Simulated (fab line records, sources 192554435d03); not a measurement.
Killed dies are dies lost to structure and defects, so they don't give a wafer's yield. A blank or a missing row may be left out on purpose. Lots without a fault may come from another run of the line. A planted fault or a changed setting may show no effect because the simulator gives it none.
fab line records | flow n5_finfet
record lots=11 wafers=30 last_day=18
route steps=1938 shown BEOL_M7@1296 PASSIVATION@1936
lots that met no fault: from a run of the same line without faults
start_h: hours from the record's first day to the start of the lot's first wafer shown | wait_h: hours since the lot's step before | " the same as in the row above | L1.1+2: a row that stands for several wafers | - no value, or no start given | * or withheld: withheld | < > ~ a bound
route shown NAME@n: a module of which the file shows steps, and the number in the route of the first | usual: mean/standard deviation of fault-free wafers | same: alike in all rows | chamber/n: place in a boat | sites: the reading at each site | _std_site: their standard deviation | _edge_site: outer sites' mean less inner sites' | radius_mm: how far each site lies from the wafer's centre | mask NAME#n: copy n | behind: the tool/chamber that last shaped the wafer | hold: why the lot was held/for how many hours/how that ended | device: the transistor (n, p or np) that didn't switch | end of line: the same wafers' tests at the end of the route | a step without rows: its recipe alone | killed: dies lost to structure and defects at the first sort, not the wafer's yield | map: a wafer's dies, x killed, . not, _ none there
set.NAME: the setting as run; set.NAME@STEP: as run at that earlier step | model.NAME: the simulator's own value behind a step, which no gauge read
steps of the route over a sample of lots; a table a step, a row a wafer
services: from which hour (start_h, from the record's first day; less than 0 if before it) a tool's chamber was out of use, for how many hours, and why
## steps
# step N5_BEOL_M7_CD_MEAS_28
# recipe target_cd_nm=40 landing_energy_ev=500 detector=se_inlens
# usual cd_nm=39.94/0.22
# columns lot.wafer tool chamber start_h wait_h cd_nm
L325.3 cd_sem-03 0 229.09 - 39.53
L325.4 " 0 " " 39.73
L325.5 " 0 " " 39.79
L327.1 cd_sem-02 0 231.64 - 40.14
L327.2 " 0 " " 40.22
L327.5 " 0 " " 39.94
L326.3 cd_sem-03 0 232.32 - 39.66
L326.4 " 0 " " 39.95
L326.6 " 0 " " 40.05
L332.1 cd_sem-02 0 240.92 - 39.72
L332.3 " 0 " " 39.75
L332.6 " 0 " " 40.22
L328.1 cd_sem-02 0 241.09 - 40.07
L328.3 " 0 " " 40.20
L328.6 " 0 " " 39.66
L333.4 cd_sem-01 0 244.16 - 39.83
L333.5 " 0 " " 40.30
L339.1 cd_sem-03 0 308.32 - 40.03
L339.3 " 0 " " 40.11
L342.1 cd_sem-03 0 322.14 - 40.01
L342.4 " 0 " " 40.30
L346.4 cd_sem-03 0 335.55 - 40.15
L346.5 " 0 " " 40.16
L346.6 " 0 " " 39.96
L348.2 cd_sem-01 0 349.50 - 39.98
L348.3 " 0 " " 39.77
L348.6 " 0 " " 39.77
L347.1 cd_sem-01 0 349.54 - 39.93
L347.3 " 0 " " 39.53
L347.5 " 0 " " 39.54
# step N5_BEOL_M7_DESCUM_33
# recipe chemistry=O2 time_s=7 source_power_w=50 bias_power_w=20 pressure_mtorr=20 rf_frequency_hz=2.712e+07 temp_c=40 resist=CAR-EUV o2_flow_sccm=225
# usual drypump_motor_current_A=5.67/0.29 oes_product_au=0.80/0.1 rf_vpp_V=243.2/1.4 showerhead_plenum_p_Torr=2.09/0.07 temp_c=39.99/0.1 throttle_valve_pct=20.38/0.29
# columns lot.wafer tool chamber start_h wait_h drypump_motor_current_A oes_product_au rf_hours_counter_h rf_vpp_V showerhead_plenum_p_Torr temp_c throttle_valve_pct
L325.3 rie_diel-04 2 229.21 0.0 5.76 0.95 5 242.2 2.05 39.93 19.98
L325.4 " 1 " " 5.93 0.74 184 244.8 2.15 40.01 20.24
L325.5 " 2 " " 5.74 0.95 - 241.3 2.05 40.08 19.97
L327.1 rie_diel-04 2 231.76 0.0 5.75 0.95 6 241.8 2.05 39.82 19.97
L327.2 " 0 " " 5.68 0.71 198 243.4 2.07 40.06 20.87
L327.5 " 0 " " 5.68 0.70 - 243.4 2.08 40.02 20.86
L326.3 rie_diel-04 2 232.44 0.0 5.75 0.96 6 242.7 2.05 39.91 19.97
L326.4 " 1 " " 5.91 0.73 184 244.0 2.15 39.91 20.25
L326.6 " 0 " " 5.68 0.71 - 243.0 2.08 40.11 20.85
L332.1 rie_diel-02 3 241.04 0.0 5.43 0.92 9 241.8 2.04 40.07 20.42
L332.3 " 0 " " 5.31 0.71 199 241.4 1.99 40.02 20.52
L332.6 " 3 " " 5.49 0.93 - 242.5 2.04 40.11 20.41
L328.1 rie_diel-05 0 241.43 0.3 5.33 0.72 186 242.5 2.06 40.03 20.22
L328.3 " 3 " " 6.35 0.93 16 245.2 2.22 40.10 20.41
L328.6 " 2 " " 5.88 0.71 - 242.9 2.07 39.86 20.22
L333.4 rie_diel-04 3 244.30 0.0 5.50 0.70 - 241.6 1.98 40.00 20.80
L333.5 " 1 " " 5.94 0.73 - 243.8 2.15 39.91 20.25
L339.1 rie_diel-02 3 308.64 0.2 5.48 0.88 26 243.5 2.03 39.93 20.45
L339.3 " 2 " " 5.66 0.89 25 244.7 2.13 39.91 20.04
L342.1 rie_diel-02 2 322.44 0.2 5.67 0.89 32 243.4 2.12 39.94 20.06
L342.4 " 3 " " 5.50 0.86 33 243.0 2.03 39.98 20.46
L346.4 rie_diel-04 3 335.67 0.0 5.49 0.97 4 246.7 2.24 39.90 20.56
L346.5 " 3 " " 5.49 0.96 - 245.2 2.24 39.99 20.55
L346.6 " 2 " " 5.80 0.88 - 243.2 2.03 39.94 20.04
L348.2 rie_diel-04 1 350.56 0.9 5.93 0.70 223 245.0 2.13 39.77 20.31
L348.3 " 0 " " 5.70 0.68 237 243.0 2.06 39.93 20.92
L348.6 " 1 " " 5.95 0.70 - 242.9 2.13 39.94 20.30
L347.1 rie_diel-05 3 350.60 1.0 6.35 0.86 46 246.5 2.21 40.15 20.46
L347.3 " 2 " " 5.88 0.70 196 243.2 2.07 39.85 20.26
L347.5 " 2 " " 5.88 0.70 - 243.4 2.07 39.95 20.25
# step N5_BEOL_M7_ETCH_65
# recipe chemistry=CF4 target=SiARC target_depth_a=156 mask_material=CAR-EUV time_s=26 ion_energy_ev=80 pressure_mtorr=40 source_w=545 bias_w=36 Ar_flow_sccm=100 cf4_flow_sccm=100 ends=cleared
# usual drypump_motor_current_A=5.67/0.29 etch_rf_on_time_s=26.4/0.75 oes_product_au=0.67/0.087 rf_vpp_V=184.0/1.3 showerhead_plenum_p_Torr=2.14/0.07 throttle_valve_pct=15.59/0.27
# columns lot.wafer tool chamber start_h wait_h drypump_motor_current_A etch_rf_on_time_s oes_product_au rf_hours_counter_h rf_vpp_V showerhead_plenum_p_Torr throttle_valve_pct
L325.3 rie_diel-04 2 229.27 0.0 5.75 25.9 0.81 5 182.9 2.11 15.23
L325.4 " 1 " " 5.93 26.4 0.61 184 185.5 2.22 15.60
L325.5 " 2 " " 5.76 25.6 0.81 - 183.9 2.11 15.24
L327.1 rie_diel-04 2 231.82 0.0 5.72 25.8 0.80 6 183.6 2.11 15.24
L327.2 " 0 " " 5.68 28.0 0.59 198 184.2 2.12 15.97
L327.5 " 0 " " 5.70 27.8 0.59 - 182.7 2.12 15.99
L326.3 rie_diel-04 2 232.49 0.0 5.74 25.9 0.80 6 183.2 2.11 15.22
L326.4 " 1 " " 5.90 26.4 0.61 184 184.7 2.22 15.62
L326.6 " 0 " " 5.70 27.7 0.59 - 183.9 2.12 15.96
L332.1 rie_diel-02 3 241.09 0.0 5.47 25.9 0.79 9 181.9 2.10 15.54
L332.3 " 0 " " 5.29 27.5 0.60 199 182.7 2.04 15.77
L332.6 " 3 " " 5.52 25.9 0.80 - 183.5 2.09 15.54
L328.1 rie_diel-05 0 241.48 0.0 5.30 26.9 0.60 186 182.5 2.13 15.60
L328.3 " 3 " " 6.32 26.2 0.78 16 184.7 2.27 15.56
L328.6 " 2 " " 5.87 25.7 0.62 - 184.2 2.13 15.45
L333.4 rie_diel-04 3 244.34 0.0 5.49 25.7 0.60 - 182.0 2.03 15.98
L333.5 " 1 " " 5.93 26.5 0.61 - 184.1 2.22 15.61
L339.1 rie_diel-02 3 308.69 0.0 5.47 19.1 0.90 26 182.5 2.09 15.58
L339.3 " 2 " " 5.69 26.1 0.76 25 185.1 2.18 15.26
L342.1 rie_diel-02 2 322.49 0.0 5.64 19.7 0.89 32 185.6 2.18 15.25
L342.4 " 3 " " 5.50 19.3 0.89 33 183.4 2.09 15.61
L346.4 rie_diel-04 3 335.72 0.0 5.49 25.2 0.84 4 185.4 2.27 15.56
L346.5 " 3 " " 5.49 25.4 0.83 - 185.8 2.27 15.57
L346.6 " 2 " " 5.73 25.5 0.75 - 184.5 2.10 15.30
L348.2 rie_diel-04 1 350.61 0.0 5.90 27.0 0.58 223 185.7 2.21 15.69
L348.3 " 0 " " 5.69 28.2 0.57 237 183.4 2.11 16.06
L348.6 " 1 " " 5.92 26.7 0.58 - 183.2 2.21 15.70
L347.1 rie_diel-05 3 350.65 0.0 6.31 26.6 0.73 46 186.0 2.26 15.61
L347.3 " 2 " " 5.86 25.7 0.60 196 184.5 2.12 15.49
L347.5 " 2 " " 5.86 25.5 0.61 - 183.6 2.12 15.51
# step N5_BEOL_M7_STRIP_80
# recipe chemistry=N2/H2 time_s=10 power_w=450 temp_c=40 pressure_mtorr=20 rf_frequency_hz=6e+07 bias_power_w=7 n2_flow_sccm=200 h2_flow_sccm=200
# usual drypump_motor_current_A=5.68/0.29 h2_flow_sccm=200.0/0.64 oes_product_au=0.79/0.099 rf_vpp_V=59.2/0.85 showerhead_plenum_p_Torr=2.54/0.091 temp_c=40.00/0.098 throttle_valve_pct=23.63/0.22
# columns lot.wafer tool chamber start_h wait_h drypump_motor_current_A h2_flow_sccm oes_product_au rf_hours_counter_h rf_vpp_V showerhead_plenum_p_Torr temp_c throttle_valve_pct
L325.3 rie_diel-04 2 - - 5.76 200.4 0.95 5 59.9 2.51 40.00 23.48
L325.4 " 1 " " 5.90 199.9 0.73 184 59.8 2.65 40.03 23.78
L325.5 " 2 " " 5.77 201.0 0.95 - 59.3 2.51 39.93 23.48
L327.1 rie_diel-04 2 - - 5.75 199.0 0.94 6 58.0 2.51 40.03 23.48
L327.2 " 0 " " 5.72 199.1 0.71 199 59.3 2.50 39.93 23.83
L327.5 " 0 " " 5.74 198.7 0.71 - 59.3 2.50 39.84 23.81
L326.3 rie_diel-04 2 - - 5.76 200.1 0.94 6 60.1 2.51 39.93 23.48
L326.4 " 1 " " 5.93 201.6 0.73 184 58.4 2.65 40.07 23.76
L326.6 " 0 " " 5.70 200.8 0.71 - 58.7 2.50 39.98 23.83
L332.1 rie_diel-02 3 - - 5.48 200.2 0.93 9 61.4 2.48 39.93 23.75
L332.3 " 0 " " 5.29 199.9 0.71 199 60.0 2.42 39.90 23.59
L332.6 " 3 " " 5.49 199.6 0.93 - 59.6 2.48 39.92 23.74
L328.1 rie_diel-05 0 - - 5.33 200.6 0.71 186 58.5 2.51 40.03 23.31
L328.3 " 3 " " 6.29 200.2 0.92 16 59.4 2.72 40.09 23.83
L328.6 " 2 " " 5.89 201.1 0.72 - 58.1 2.52 39.86 23.24
L333.4 rie_diel-04 3 - - 5.52 199.6 0.69 - 59.6 2.40 39.96 23.88
L333.5 " 1 " " 5.95 200.0 0.72 - 58.8 2.65 40.03 23.77
L339.1 rie_diel-02 3 - - 5.46 199.4 0.88 26 59.5 2.48 39.90 23.75
L339.3 " 2 " " 5.69 200.5 0.88 26 57.6 2.60 39.93 23.65
L342.1 rie_diel-02 2 - - 5.67 201.0 0.87 32 59.4 2.60 40.16 23.65
L342.4 " 3 " " 5.45 199.8 0.87 33 58.9 2.47 39.98 23.76
L346.4 rie_diel-04 3 - - 5.51 199.4 0.97 4 58.9 2.71 39.93 23.78
L346.5 " 3 " " 5.49 200.6 0.97 - 58.5 2.71 39.94 23.77
L346.6 " 2 " " 5.76 199.9 0.88 - 59.4 2.50 40.04 23.51
L348.2 rie_diel-04 1 - - 5.94 199.8 0.70 223 59.7 2.63 39.81 23.83
L348.3 " 0 " " 5.69 199.2 0.68 237 60.2 2.49 39.79 23.87
L348.6 " 1 " " 5.93 199.7 0.69 - 58.3 2.63 39.99 23.82
L347.1 rie_diel-05 3 - - 6.30 200.8 0.86 46 59.1 2.70 40.03 23.85
L347.3 " 2 " " 5.84 199.8 0.69 197 59.2 2.51 40.08 23.28
L347.5 " 2 " " 5.88 199.5 0.70 - 59.7 2.51 39.89 23.27
# step N5_PASSIVATION_PROBE_49
# usual defect_limited_yield=91.2/1.6 killed_at_M0_to_M3=35/11 killed_at_M4_up=14/5.4 killed_at_contacts=13/6 killed_at_front_end=38/11 killed_at_other=3.4/2.6 killed_dies=104/19 killed_open=68/13 killed_short=34/8.5 sort_bin_5_function=5.1/1 sort_bin_6_memory=3.3/0.72 sort_bin_8_speed=0.1/0.9 sort_n_pass=1075/22 sort_yield_pct=91.1/1.9
# same gross_dies=1180 killed_at_back_side=0 sort_bin_4_leakage[%]=0
# columns lot.wafer tool chamber start_h wait_h defect_limited_yield[%] killed_at_M0_to_M3 killed_at_M4_up killed_at_contacts killed_at_front_end killed_at_other killed_dies killed_open killed_short sort_bin_5_function[%] sort_bin_6_memory[%] sort_bin_8_speed[%] sort_n_pass sort_yield_pct[%]
L339.1 prober-01 - 393.05 0.0 90.9 33 12 24 37 1 107 64 31 4.7 3.1 0 1073 90.9
L342.4 prober-01 - 410.38 0.2 89.6 38 17 19 48 1 123 77 35 5.6 3.4 0 1057 89.6
# killed by level:class
L339.1 MOL_CONTACT_COAG:geometric_particle:open=20 HKMG_FIN:area_etch=12 BEOL_M0_SAQP:geometric_particle:short=8 STI_FIN_REVEAL:geometric_particle:open=7 BEOL_M0_SAQP:geometric_particle:open=7 BEOL_M3:geometric_particle:open=6 BEOL_M4:geometric_particle:open=6 FIN_SAQP:geometric_particle:open=4
L342.4 MOL_CONTACT_COAG:geometric_particle:open=16 STI_FIN_REVEAL:geometric_particle:open=10 HKMG_FIN:area_etch=10 BEOL_M0:geometric_particle:open=9 BEOL_M2:geometric_particle:open=9 GATE_CUT:geometric_particle:short=6 BEOL_M4:geometric_particle:open=6 BEOL_M3:geometric_particle:open=6
## services
# columns tool chamber start_h hours kind
rie_diel-02 2 206.43 - clean
rie_diel-02 2 206.43 - consumable_replace:focus_ring
rie_diel-02 2 206.43 20.5 scheduled_down
rie_diel-02 2 206.43 20.5 vent_cycle
rie_diel-04 0 207.73 1.7 repair
rie_diel-02 1 228.55 - clean
rie_diel-02 1 228.55 - consumable_replace:focus_ring
rie_diel-02 1 228.55 24.3 scheduled_down
rie_diel-02 1 228.55 24.3 vent_cycle
rie_diel-04 2 240.24 10.5 repair
rie_diel-02 - 257.01 2.8 pm
rie_diel-02 3 261.30 17.6 repair
rie_diel-04 3 301.26 - clean
rie_diel-04 3 301.26 - consumable_replace:focus_ring
rie_diel-04 3 301.26 - consumable_replace:showerhead
rie_diel-04 3 301.26 23.8 scheduled_down
rie_diel-04 3 301.26 23.8 vent_cycle
rie_diel-02 1 307.24 11.4 repair
rie_diel-05 - 330.98 14.6 pm
## key
first_sign step=N5_BEOL_M7_ETCH_65 reading=etch_rf_on_time_s direction=down sigmas=9.3 usual=* struck=*
effect step=N5_BEOL_M7_ETCH_65 reading=oes_product_au direction=up sigmas=2.5 usual=0.67 struck=0.89
met_at N5_BEOL_M7_ETCH_65
struck_lots L339,L342
struck_wafers L339.1,L342.1,L342.4
baseline_loss step=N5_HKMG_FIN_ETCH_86 wafers=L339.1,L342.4
not_acting_at N5_BEOL_M7_CD_MEAS_28,N5_BEOL_M7_DESCUM_33,N5_BEOL_M7_STRIP_80
onset_between 241.09 308.69
fault kind=process_parameter_drift tool=rie_diel-02 chamber=- onset_h=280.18 steps=N5_BEOL_M7_ETCH_65 channel=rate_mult offset=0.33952 shape=step end_h=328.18 scope=struck_wafers_only
# baseline_loss: these wafers lose ten dies or more at that step, a loss of the line's own and not of a fault; the sort's usual values leave them out
